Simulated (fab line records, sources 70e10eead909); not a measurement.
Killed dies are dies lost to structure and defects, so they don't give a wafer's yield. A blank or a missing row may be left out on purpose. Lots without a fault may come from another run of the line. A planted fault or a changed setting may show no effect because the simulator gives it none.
One fault seen from 2 desks | flow nand_harc | each desk has only its own numbers; what lay behind them comes last

THE TOOL OWNER'S DESK: litho_track-06
The tool's own readings at NHARC_P_M1_DEVELOP_08 (develop time 35 s): means of the sampled wafers that have a number, for each lot that ran on this tool. A lot is out of limits, marked OUT, if its mean lies more than 4 standard deviations from the usual mean; the brackets give that distance.
Columns: A = developer_temp_C at NHARC_P_M1_DEVELOP_08, usual 23.03 C
lot  | first seen here | A
L705 | day 6 05:00     | 23.01
L715 | day 10 13:00    | 23.92 (+8.9) OUT
L718 | day 11 12:00    | 24.02 (+9.9) OUT
L725 | day 14 10:00    | 22.97
L726 | day 14 22:00    | 22.87
L728 | day 15 15:00    | 22.99
This desk's finding: out of limits on L715, L718; first on L715, day 10 13:00 (developer_temp_C at NHARC_P_M1_DEVELOP_08). In limits: L705, L725, L726, L728.

THE DEFECT DESK
What the inspections along the route counted, lot by lot: means of the sampled wafers that have a number. A lot is out of limits, marked OUT, if its mean lies more than 4 standard deviations from the usual mean; the brackets give that distance.
Columns: A = raw_defect_count at NHARC_P_M0_INSPECT_27, usual 298
lot  | first seen here | A
L705 | day 6 04:28     | 347
L706 | day 6 18:58     | 226
L708 | day 7 08:15     | 307
L715 | day 10 12:10    | 228
L718 | day 11 11:01    | 212
L721 | day 12 21:41    | 413
L723 | day 13 15:07    | 388
L724 | day 14 02:05    | 327
L725 | day 14 08:54    | 241
L726 | day 14 21:31    | 299
L727 | day 15 07:20    | 271
L728 | day 15 14:29    | 287
This desk's finding: nothing out of limits on any of the 12 lots.

PUT TOGETHER
The tool owner's desk could have raised an alarm at day 10 13:00, on L715, L718.
The defect desk saw nothing out of limits.
The defect desk has L715, L718 on record, within its limits.
Of the lots named, all ran NHARC_P_M1_DEVELOP_08 on litho_track-06.

WHAT THE SIMULATOR HAD PUT IN
Process parameter drift: litho_track-06, from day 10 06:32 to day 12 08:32, at NHARC_P_M1_DEVELOP_08. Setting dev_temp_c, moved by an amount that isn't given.
Lots struck among those shown: L715, L718.
Hours from the fault's start to each desk's first reading out of limits: the tool owner's desk, 6.
